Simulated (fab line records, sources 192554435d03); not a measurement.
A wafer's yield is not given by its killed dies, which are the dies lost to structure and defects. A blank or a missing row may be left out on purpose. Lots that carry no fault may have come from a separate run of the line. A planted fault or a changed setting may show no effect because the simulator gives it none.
Split-lot study	flow n5 finfet	route with 1938 steps; 7 lots, 21 wafers read

THE SPLIT ITSELF
At N5_BEOL_M14_EXPOSE_07 (exposes mask V13), the setting dose mj was moved away from the recipe's 57 on 7 of the 21 wafers read, by -6.6% to +3.8%. All remaining wafers had this setting at the recipe value.

FROM THE SPLIT TO THE READING: what the file shows between them, 9 steps
- N5_BEOL_M14_PEB_08: peb time 90 s
- N5_BEOL_M14_DEVELOP_09: develop time 45 s
- N5_BEOL_M14_HARDBAKE_14: time 120 s
- N5_BEOL_M14_CD_MEAS_10: target cd 250 nm
- N5_BEOL_M14_DESCUM_15: chemistry O2, time 7.9 s (also split here: time s)
- N5_BEOL_M14_ETCH_59: etches BARC in N2/H2, target depth 89 nm, overetch 26.7 nm, time 67.9 s
- N5_BEOL_M14_VIA_ETCH_16: etches SiO2 in C4F8/O2/Ar, target depth 1231.3 nm
- N5_BEOL_M14_STRIP_71: strips in post etch residue remover, time 60 s
- N5_BEOL_M14_SRD_72: time 30 s, dry time 30 s

THE READING
cd nm, in nm, at N5_BEOL_M14_CD_MEAS_17 (target cd 250 nm). On this fab line, fault-free wafers typically give 250.9 nm with a standard deviation of 2.4 nm.

wafer	tool, chamber at the split	dose mj as run	against the recipe	cd nm, nm	against lot-mates on the recipe
L076.1	krf scanner-02, 0	58.52	+2.7%	254.5	+4.9
L076.2	krf scanner-02, 0	57	recipe	248.1	-
L076.5	krf scanner-02, 0	57	recipe	251.0	-
L078.1	krf scanner-02, 0	57	recipe	250.5	-
L078.3	krf scanner-02, 0	57	recipe	249.8	-
L078.6	krf scanner-02, 0	57	recipe	251.3	-
L081.1	krf scanner-02, 0	57	recipe	253.1	-
L081.4	krf scanner-02, 0	57	recipe	252.0	-
L081.5	krf scanner-02, 0	57	recipe	247.1	-
L086.1	krf scanner-02, 0	57	recipe	254.9	-
L086.3	krf scanner-02, 0	57	recipe	256.1	-
L086.6	krf scanner-02, 0	59.14	+3.8%	260.3	+4.8
L093.1	krf scanner-02, 0	54.91	-3.7%	241.8	-10.7
L093.5	krf scanner-02, 0	54.91	-3.7%	246.8	-5.7
L093.6	krf scanner-02, 0	57	recipe	252.5	-
L094.1	krf scanner-01, 0	57	recipe	250.4	-
L094.2	krf scanner-01, 0	54.7	-4.0%	244.0	-6.2
L094.6	krf scanner-01, 0	57	recipe	250.0	-
L095.2	krf scanner-02, 0	57	recipe	253.5	-
L095.3	krf scanner-02, 0	53.26	-6.6%	239.7	-13.8
L095.4	krf scanner-02, 0	53.26	-6.6%	243.4	-10.1

THE FIT
A straight line over all 21 wafers: cd nm changes by +1.69 nm for each +1% of dose mj; r = +0.88; the points scatter about the line by 2.4 nm.
The same after taking each lot's own level away (the mean of its wafers on the recipe; 21 wafers): +1.79 nm for each +1%; r = +0.94; scatter 1.7 nm.
On that fit, the largest move of dose mj shifts the reading by 12 nm.
The lots' own levels span 249.55 to 255.50 nm, that is 2.5 times the standard deviation above.
The two slopes are in agreement: the lot-to-lot level therefore moves the slope only a little.
Check: -11.2 nm against its lot-mates is what the line predicts for one of the wafers moved furthest among these (-6.6%) when that wafer is left out of the fit. It came out at -13.8 nm against them.

OTHER SPLITS ON THESE WAFERS
Note: prior to the reading, these wafers also went through further splits. Each is held against what the fit with the lots' levels taken away leaves over:
other split on the same wafers	wafers away from the commonest value	r with cd nm (lot level and that fit taken away)
N5_BEOL_M10_DEVELOP_27 develop time s	5	+0.21
N5_BEOL_M12_ILD_DEP_00 time s	6	-0.16
N5_BEOL_M14_DESCUM_15 time s	3	+0.02

THE WHOLE CHAIN: every reading that the file lists as answering this split, in the file's order
step	what it does	reading	change (the file's fit)	r (the file's)
N5_BEOL_M14_CD_MEAS_10	target cd 250 nm	cd nm	+1.59 nm for each +1% of the setting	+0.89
N5_BEOL_M14_CD_MEAS_17	target cd 250 nm	cd nm	+1.75 nm for each +1% of the setting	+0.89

FILE'S OWN FIT
cd nm changes by +1.75 nm for each +1% of dose mj, r = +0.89.
